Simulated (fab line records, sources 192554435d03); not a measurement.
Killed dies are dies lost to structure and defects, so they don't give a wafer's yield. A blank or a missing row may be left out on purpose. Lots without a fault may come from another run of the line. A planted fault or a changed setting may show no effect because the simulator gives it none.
Which tool did it? | flow n5_finfet | 24 lots, 72 wafers sampled, at 5 steps of a route of 1938

WHAT THE GAUGES READ, wafer by wafer
N5_BEOL_M8_CD_MEAS_28: target cd 40 nm.
lot  | measured     | on        | cd_nm (nm)
L074 | day 10 21:16 | cd_sem-02 | 39.66 40.03 39.79
L075 | day 11 00:16 | cd_sem-01 | 40.06 40.35 40.15
L076 | day 11 00:26 | cd_sem-01 | 40.16 39.78 39.84
L077 | day 11 11:16 | cd_sem-01 | 39.86 39.94 40.22
L078 | day 11 17:12 | cd_sem-03 | 39.91 39.79 39.89
L080 | day 12 06:31 | cd_sem-03 | 39.83 39.81 40.28
L079 | day 12 11:52 | cd_sem-01 | 40.17 40.42 40.07
L081 | day 12 11:54 | cd_sem-02 | 39.69 39.84 39.52
L082 | day 12 18:41 | cd_sem-03 | 40.61 40.06 40.02
L083 | day 12 22:13 | cd_sem-03 | 40.06 40.16 40.02
L084 | day 13 02:25 | cd_sem-02 | 39.86 39.96 39.61
L087 | day 13 15:16 | cd_sem-02 | 40.18 39.87 40.02
L085 | day 13 22:36 | cd_sem-03 | 40.35 39.96 40.17
L086 | day 14 02:29 | cd_sem-01 | 39.79 40.28 39.80
L089 | day 14 06:27 | cd_sem-03 | 40.27 39.81 39.96
L091 | day 14 12:11 | cd_sem-01 | 39.66 40.24 39.61
L088 | day 14 13:29 | cd_sem-02 | 40.18 39.89 39.91
L092 | day 14 16:25 | cd_sem-02 | 40.15 40.00 40.11
L090 | day 15 05:19 | cd_sem-02 | 40.30 39.38 40.13
L095 | day 15 15:47 | cd_sem-02 | 39.87 39.97 40.10
L093 | day 15 18:23 | cd_sem-02 | 40.08 39.83 40.52
L094 | day 16 04:39 | cd_sem-02 | 40.31 39.92 40.10
L097 | day 17 02:52 | cd_sem-03 | 39.83 40.36 39.69
L096 | day 17 06:11 | cd_sem-02 | 40.03 39.93 39.59

N5_BEOL_M8_OVL_MEAS_29.
lot  | measured     | on         | V7_OVL (nm)
L074 | day 10 21:18 | overlay-01 | -0.4 0.8 -0.4
L075 | day 11 00:19 | overlay-01 | -0.1 -0.2 -0.5
L076 | day 11 00:28 | overlay-01 | -1.2 -1.4 -0.8
L077 | day 11 11:18 | overlay-01 | -0.2 -0.9 -1.4
L078 | day 11 17:14 | overlay-02 | -0.3 -0.3 -1.6
L080 | day 12 06:33 | overlay-02 | -0.3 0.3 0.6
L079 | day 12 11:53 | overlay-02 | -0.5 -0.9 0.0
L081 | day 12 11:56 | overlay-01 | -0.7 -0.7 -0.5
L082 | day 12 18:43 | overlay-01 | -0.5 -0.5 -0.5
L083 | day 12 22:15 | overlay-01 | 0.2 -0.4 0.6
L084 | day 13 02:26 | overlay-01 | 0.4 1.7 1.5
L087 | day 13 15:19 | overlay-01 | -0.3 -0.3 0.3
L085 | day 13 22:38 | overlay-02 | -0.1 0.1 -0.1
L086 | day 14 02:31 | overlay-01 | -0.9 -0.8 -1.1
L089 | day 14 06:29 | overlay-02 | 0.0 0.1 1.1
L091 | day 14 12:13 | overlay-02 | 0.5 0.3 0.1
L088 | day 14 13:32 | overlay-02 | -0.6 -0.9 -0.8
L092 | day 14 16:26 | overlay-02 | -0.9 -1.9 -1.0
L090 | day 15 05:21 | overlay-02 | -1.3 -1.2 -0.9
L095 | day 15 15:49 | overlay-02 | -0.7 -0.6 -0.2
L093 | day 15 18:25 | overlay-02 | -1.0 0.4 -0.4
L094 | day 16 04:41 | overlay-02 | 0.1 0.0 -0.5
L097 | day 17 02:53 | overlay-02 | -0.6 -0.7 -1.0
L096 | day 17 06:13 | overlay-01 | -0.4 -0.2 0.4

N5_BEOL_M8_INSPECT_58: inspects for defects (darkfield).
lot  | measured     | on                | raw_defect_count
L074 | day 11 01:34 | defect_inspect-02 | 98 77 61
L075 | day 11 04:56 | defect_inspect-01 | 62 72 56
L076 | day 11 05:55 | defect_inspect-01 | 98 56 131
L077 | day 11 14:44 | defect_inspect-02 | 34 68 82
L078 | day 11 21:34 | defect_inspect-02 | 107 78 61
L080 | day 12 11:16 | defect_inspect-01 | 96 46 80
L079 | day 12 14:43 | defect_inspect-02 | 69 92 95
L081 | day 12 16:32 | defect_inspect-02 | 72 40 60
L082 | day 12 22:00 | defect_inspect-02 | 55 66 71
L083 | day 13 01:31 | defect_inspect-02 | 98 69 63
L084 | day 13 06:53 | defect_inspect-02 | 68 67 50
L087 | day 13 19:06 | defect_inspect-01 | 78 86 58
L085 | day 14 01:50 | defect_inspect-01 | 57 66 84
L086 | day 14 06:15 | defect_inspect-02 | 60 43 51
L089 | day 14 09:40 | defect_inspect-01 | 89 76 68
L091 | day 14 16:55 | defect_inspect-01 | 78 97 88
L088 | day 14 17:52 | defect_inspect-02 | 68 78 68
L092 | day 14 19:47 | defect_inspect-01 | 78 64 82
L090 | day 15 08:20 | defect_inspect-02 | 114 80 83
L095 | day 15 19:49 | defect_inspect-02 | 82 64 74
L093 | day 15 21:35 | defect_inspect-02 | 89 156 60
L094 | day 16 08:58 | defect_inspect-02 | 59 51 50
L097 | day 17 05:58 | defect_inspect-01 | 95 73 71
L096 | day 17 09:23 | defect_inspect-01 | 58 86 82

WHICH TOOL RAN EACH LOT (tool, then ch and the chambers of the sampled wafers, then the start)
lot  | N5_BEOL_M8_STRIP_67                | N5_BEOL_M8_SURFACE_TREAT_79
L074 | rie_diel-05 ch 1,2, day 10 19:32   | pvd_sputter-03, day 10 22:46
L075 | rie_diel-02 ch 0,1,3, day 10 22:46 | pvd_sputter-02, day 11 03:32
L076 | rie_diel-06 ch 0,1,2, day 10 23:32 | pvd_sputter-03, day 11 04:20
L077 | rie_diel-05 ch 0,2, day 11 08:24   | pvd_sputter-01, day 11 13:04
L078 | rie_diel-05 ch 0,1,3, day 11 16:02 | pvd_sputter-02, day 11 19:27
L080 | rie_diel-06 ch 2,3, day 12 05:01   | pvd_sputter-02, day 12 08:22
L079 | rie_diel-05 ch 0,2, day 12 08:11   | pvd_sputter-01, day 12 13:24
L081 | rie_diel-02 ch 0,2,3, day 12 08:34 | pvd_sputter-03, day 12 14:03
L082 | rie_diel-06 ch 1,2,3, day 12 17:11 | pvd_sputter-01, day 12 20:37
L083 | rie_diel-05 ch 0,1,3, day 12 20:32 | pvd_sputter-03, day 13 00:02
L084 | rie_diel-06 ch 0,3, day 12 23:49   | pvd_sputter-02, day 13 05:42
L087 | rie_diel-02 ch 0,3, day 13 12:49   | pvd_sputter-01, day 13 17:35
L085 | rie_diel-06 ch 0,1,2, day 13 21:11 | pvd_sputter-01, day 14 00:34
L086 | rie_diel-05 ch 1,3, day 14 01:43   | pvd_sputter-03, day 14 04:28
L089 | rie_diel-02 ch 0,1,2, day 14 04:14 | pvd_sputter-02, day 14 08:27
L091 | rie_diel-06 ch 0,1,3, day 14 11:40 | pvd_sputter-01, day 14 13:49
L088 | rie_diel-06 ch 0,1,3, day 14 12:52 | pvd_sputter-01, day 14 16:40
L092 | rie_diel-06 ch 1,3, day 14 13:23   | pvd_sputter-01, day 14 18:38
L090 | rie_diel-06 ch 0,1,3, day 15 03:22 | pvd_sputter-03, day 15 06:53
L095 | rie_diel-02 ch 0,1,2, day 15 13:48 | pvd_sputter-02, day 15 17:56
L093 | rie_diel-06 ch 0,3, day 15 17:49   | pvd_sputter-02, day 15 20:20
L094 | rie_diel-05 ch 0,1,3, day 16 00:29 | pvd_sputter-02, day 16 06:43
L097 | rie_diel-06 ch 0,1,3, day 17 01:59 | pvd_sputter-02, day 17 04:24
L096 | rie_diel-02 ch 0,1,3, day 17 02:02 | pvd_sputter-02, day 17 07:49
- N5_BEOL_M8_STRIP_67: strips in CF4.
- N5_BEOL_M8_SURFACE_TREAT_79

WHAT THE TOOLS THEMSELVES READ (means of the sampled wafers that have a number; where no wafer has one, the mark that the record gives instead)
N5_BEOL_M8_STRIP_67.
lot  | tool        | chamber_pressure_mTorr (mTorr) | drypump_motor_current_A (A) | oes_product_au (a.u.) | rf_vpp_V (V) | showerhead_plenum_p_Torr (Torr) | throttle_valve_pct (%)
L074 | rie_diel-05 | 50.01                          | 5.5                         | 0.70                  | 270.6        | 1.78                            | 13.78
L075 | rie_diel-02 | 49.98                          | 5.5                         | 0.75                  | 272.2        | 1.83                            | 13.75
L076 | rie_diel-06 | 50.02                          | 5.9                         | 0.79                  | 272.6        | 1.81                            | 13.58
L077 | rie_diel-05 | 50.05                          | 6.0                         | 0.69                  | 270.6        | 1.77                            | 13.80
L078 | rie_diel-05 | 49.97                          | 5.6                         | 0.75                  | 270.1        | 1.79                            | 13.69
L080 | rie_diel-06 | 49.99                          | 6.2                         | 0.70                  | 269.3        | 1.78                            | 13.83
L079 | rie_diel-05 | 49.94                          | 5.7                         | 0.69                  | 271.5        | 1.77                            | 13.79
L081 | rie_diel-02 | 50.01                          | 5.8                         | 0.87                  | 272.4        | 1.86                            | 13.53
L082 | rie_diel-06 | 50.00                          | 6.0                         | 0.74                  | 272.7        | 1.79                            | 13.68
L083 | rie_diel-05 | 49.93                          | 5.6                         | 0.74                  | 270.7        | 1.79                            | 13.71
L084 | rie_diel-06 | 49.96                          | 5.8                         | 0.79                  | 271.0        | 1.80                            | 13.61
L087 | rie_diel-02 | 49.94                          | 5.6                         | 0.88                  | 272.2        | 1.86                            | 13.53
L085 | rie_diel-06 | 49.97                          | 6.0                         | 0.77                  | 271.4        | 1.81                            | 13.64
L086 | rie_diel-05 | 50.01                          | 5.3                         | 0.74                  | 270.7        | 1.79                            | 13.75
L089 | rie_diel-02 | 50.01                          | 5.3                         | 0.88                  | 271.0        | 1.80                            | 13.43
L091 | rie_diel-06 | 50.00                          | 5.8                         | 0.77                  | 271.0        | 1.80                            | 13.61
L088 | rie_diel-06 | 50.02                          | 5.8                         | 0.77                  | 271.9        | 1.80                            | 13.61
L092 | rie_diel-06 | 50.05                          | 5.8                         | 0.73                  | 270.4        | 1.78                            | 13.68
L090 | rie_diel-06 | 50.00                          | 5.8                         | 0.76                  | 271.9        | 1.80                            | 13.61
L095 | rie_diel-02 | 49.95                          | 5.3                         | 0.85                  | 271.0        | 1.80                            | 13.45
L093 | rie_diel-06 | 50.00                          | 5.8                         | 0.77                  | 272.0        | 1.80                            | 13.67
L094 | rie_diel-05 | 50.03                          | 5.7                         | 0.72                  | 271.0        | 1.78                            | 13.77
L097 | rie_diel-06 | 50.02                          | 5.8                         | 0.75                  | 270.5        | 1.80                            | 13.66
L096 | rie_diel-02 | 49.99                          | 5.5                         | 0.85                  | 271.2        | 1.82                            | 13.47

N5_BEOL_M8_SURFACE_TREAT_79.
lot  | tool           | ar_flow_sccm (sccm)
L074 | pvd_sputter-03 | 30.01
L075 | pvd_sputter-02 | 30.02
L076 | pvd_sputter-03 | 30.04
L077 | pvd_sputter-01 | 29.91
L078 | pvd_sputter-02 | 29.90
L080 | pvd_sputter-02 | 29.99
L079 | pvd_sputter-01 | 29.94
L081 | pvd_sputter-03 | 29.99
L082 | pvd_sputter-01 | 30.05
L083 | pvd_sputter-03 | 30.08
L084 | pvd_sputter-02 | 29.99
L087 | pvd_sputter-01 | 29.95
L085 | pvd_sputter-01 | 29.90
L086 | pvd_sputter-03 | 30.04
L089 | pvd_sputter-02 | 29.96
L091 | pvd_sputter-01 | 29.88
L088 | pvd_sputter-01 | 29.99
L092 | pvd_sputter-01 | 29.96
L090 | pvd_sputter-03 | 30.05
L095 | pvd_sputter-02 | 29.87
L093 | pvd_sputter-02 | 30.02
L094 | pvd_sputter-02 | 30.06
L097 | pvd_sputter-02 | 30.02
L096 | pvd_sputter-02 | 30.02

THE ANSWER, worked out from the rows above alone
Rule: what is usual is taken from the lots themselves. Put in order of their means at a reading, lots are off if they are a third of the lots or fewer, leave a main group of 4 or more, and stand apart from it by a gap of 3 or more times the standard deviation of the main group's means; of several such gaps the widest counts. A main group whose means are all the same, to the digits that the tables above print for the reading, isn't used. A lot without any number at a reading at which 4 lots or more have one is off too. The other lots that the step has rows for count as sound. The gauges are gone through in route order, then the tools' own readings, and for those a lot's mean is taken as printed above. The first step at which some lot is off is used, and at that step the reading that is off furthest; a lot without a number counts as furthest.
No lot is off at any reading shown: from this, nothing can be told.

WHAT THE SIMULATOR HAD PUT IN
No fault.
